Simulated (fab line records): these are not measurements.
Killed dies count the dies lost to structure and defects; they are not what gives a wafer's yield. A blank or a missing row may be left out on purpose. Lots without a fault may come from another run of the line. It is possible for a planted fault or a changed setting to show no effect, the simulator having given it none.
What tool caused it? ; flow nandHarc ; Sampling: 6 lots, 18 wafers, 2 of 1302 route steps

## WHAT EACH GAUGE READ, for each wafer
NHARC_A_DECK1_JOINT_THK_MEAS_17: measures by ellipsometry.
lot;measured;on;thkNm (nm)
L739;day 13 11:56;filmMetro-01;43.1 45.1 46.2
L742;day 14 07:58;filmMetro-01;44.7 46.8 46.0
L746;day 16 06:41;filmMetro-01;46.7 44.8 45.3
L752;day 18 16:54;filmMetro-01;45.7 44.7 46.6
L757;day 20 10:44;filmMetro-01;44.1 43.8 45.0
L759;day 21 22:25;filmMetro-02;45.5 45.0 45.3

## WHICH TOOL RAN EACH LOT (tool, then ch and the chambers of the sampled wafers, then the start)
lot;NHARC_A_DECK1_JOINT_DEP_16
L739;pecvd-03 ch 0,1, day 13 11:41
L742;pecvd-03 ch 0,1, day 14 07:41
L746;pecvd-01 ch 0,2, day 16 06:26
L752;pecvd-03 ch 0,1, day 18 16:41
L757;pecvd-04 ch 0,1,2, day 20 10:27
L759;pecvd-04 ch 0,2, day 21 22:10
- NHARC_A_DECK1_JOINT_DEP_16: deposits SiO2, target thk 45 nm.

## THE ANSWER, worked out from the rows above alone
Rule: the usual values come from the lots themselves. The widest of any qualifying gaps counts: lots, ordered by their means at a reading, are off when they make up no more than a third of the lots, leave a main group of 4 or more, and stand apart from it by 3 or more times the standard deviation of that group's means. Not used: any main group whose means are identical at the precision the tables above print for the reading. Also off: a lot with no number at a reading for which 4 or more lots have one. Where the step has rows for the other lots, those lots are counted as sound.
Across all readings shown, no lot is off: no conclusion can be drawn from this.

## WHAT THE SIMULATOR PUT IN
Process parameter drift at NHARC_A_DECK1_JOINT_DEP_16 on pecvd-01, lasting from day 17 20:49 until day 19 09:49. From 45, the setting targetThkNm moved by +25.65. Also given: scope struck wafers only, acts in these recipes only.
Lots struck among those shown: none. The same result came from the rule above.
